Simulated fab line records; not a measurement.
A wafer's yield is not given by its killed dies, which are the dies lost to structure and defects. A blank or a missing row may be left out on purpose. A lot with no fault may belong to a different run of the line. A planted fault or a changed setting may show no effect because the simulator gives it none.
The tool behind it: which one?	flow n5 finfet	12 lots, 36 wafers sampled, at 5 steps of a route of 1938

== WHAT THE GAUGES READ, wafer by wafer ==
N5_BEOL_M2_OVL_MEAS_12.
lot	measured	on	M2_OVL (nm)
L075	day 6 16:37	overlay-02	0.7 0.0 2.0
L077	day 7 02:13	overlay-02	-0.2 0.3 0.7
L079	day 7 14:49	overlay-01	0.0 0.9 0.2
L081	day 8 07:15	overlay-01	-0.2 0.6 1.2
L083	day 8 20:40	overlay-02	0.9 0.0 0.8
L084	day 9 06:52	overlay-01	0.0 -0.1 0.6
L087	day 9 21:23	overlay-02	0.4 2.2 0.4
L089	day 10 05:44	overlay-02	0.8 0.7 1.5
L091	day 11 06:23	overlay-01	1.0 1.5 1.2
L094	day 11 13:50	overlay-02	0.2 -0.2 1.1
L095	day 11 20:28	overlay-01	1.7 -0.3 0.7
L097	day 13 05:41	overlay-02	0.9 1.2 0.9

== WHICH TOOL RAN EACH LOT (tool, then ch and the chambers of the sampled wafers, then the start) ==
lot	N5_BEOL_M1_SPUTTER_81	N5_BEOL_M1_SPUTTER_90	N5_BEOL_M1_ANNEAL_93	N5_BEOL_M1_SPUTTER_96
L075	pvd sputter-01, day 6 11:39	pvd sputter-01, day 6 12:19	pvd sputter-01, day 6 12:37	pvd sputter-01, day 6 12:58
L077	pvd sputter-03, day 6 22:10	pvd sputter-03, day 6 22:50	pvd sputter-03, day 6 23:08	pvd sputter-03, day 6 23:29
L079	pvd sputter-01, day 7 11:37	pvd sputter-01, day 7 12:17	pvd sputter-01, day 7 12:35	pvd sputter-01, day 7 12:56
L081	pvd sputter-01, day 8 02:11	pvd sputter-01, day 8 02:51	pvd sputter-01, day 8 03:09	pvd sputter-01, day 8 03:31
L083	pvd sputter-01, day 8 15:39	pvd sputter-01, day 8 16:19	pvd sputter-01, day 8 16:37	pvd sputter-01, day 8 16:58
L084	pvd sputter-03, day 9 02:27	pvd sputter-03, day 9 03:07	pvd sputter-03, day 9 03:25	pvd sputter-03, day 9 03:46
L087	pvd sputter-03, day 9 17:35	pvd sputter-03, day 9 18:15	pvd sputter-03, day 9 18:33	pvd sputter-03, day 9 18:55
L089	pvd sputter-03, day 10 01:22	pvd sputter-03, day 10 02:02	pvd sputter-03, day 10 02:20	pvd sputter-03, day 10 02:41
L091	pvd sputter-02, day 11 02:30	pvd sputter-02, day 11 03:10	pvd sputter-02, day 11 03:28	pvd sputter-02, day 11 03:49
L094	pvd sputter-01, day 11 10:26	pvd sputter-01, day 11 11:06	pvd sputter-01, day 11 11:24	pvd sputter-01, day 11 11:46
L095	pvd sputter-02, day 11 16:51	pvd sputter-02, day 11 17:31	pvd sputter-02, day 11 17:49	pvd sputter-02, day 11 18:10
L097	pvd sputter-01, day 13 01:37	pvd sputter-01, day 13 02:19	pvd sputter-01, day 13 02:39	pvd sputter-01, day 13 03:01
- N5_BEOL_M1_SPUTTER_81: material Cu, target thk 4.5 nm, time 8.29 s.
- N5_BEOL_M1_SPUTTER_90: material Cu, target thk 4.5 nm, time 8.29 s.
- N5_BEOL_M1_ANNEAL_93: time 240 s.
- N5_BEOL_M1_SPUTTER_96: material Cu, target thk 4.5 nm, time 8.29 s.

== THE ANSWER, worked out from the rows above alone ==
Rule: what is usual is taken from the lots themselves. The widest of any qualifying gaps counts: lots, ordered by their means at a reading, are off when they make up no more than a third of the lots, leave a main group of 4 or more, and stand apart from it by 3 or more times the standard deviation of that group's means. Not used: any main group whose means are identical at the precision the tables above print for the reading. Also off: a lot with no number at a reading for which 4 or more lots have one. Any other lot the step has rows for is counted as sound.
Across all readings shown, no lot is off: no conclusion can be drawn from this.

== WHAT THE SIMULATOR HAD INSERTED ==
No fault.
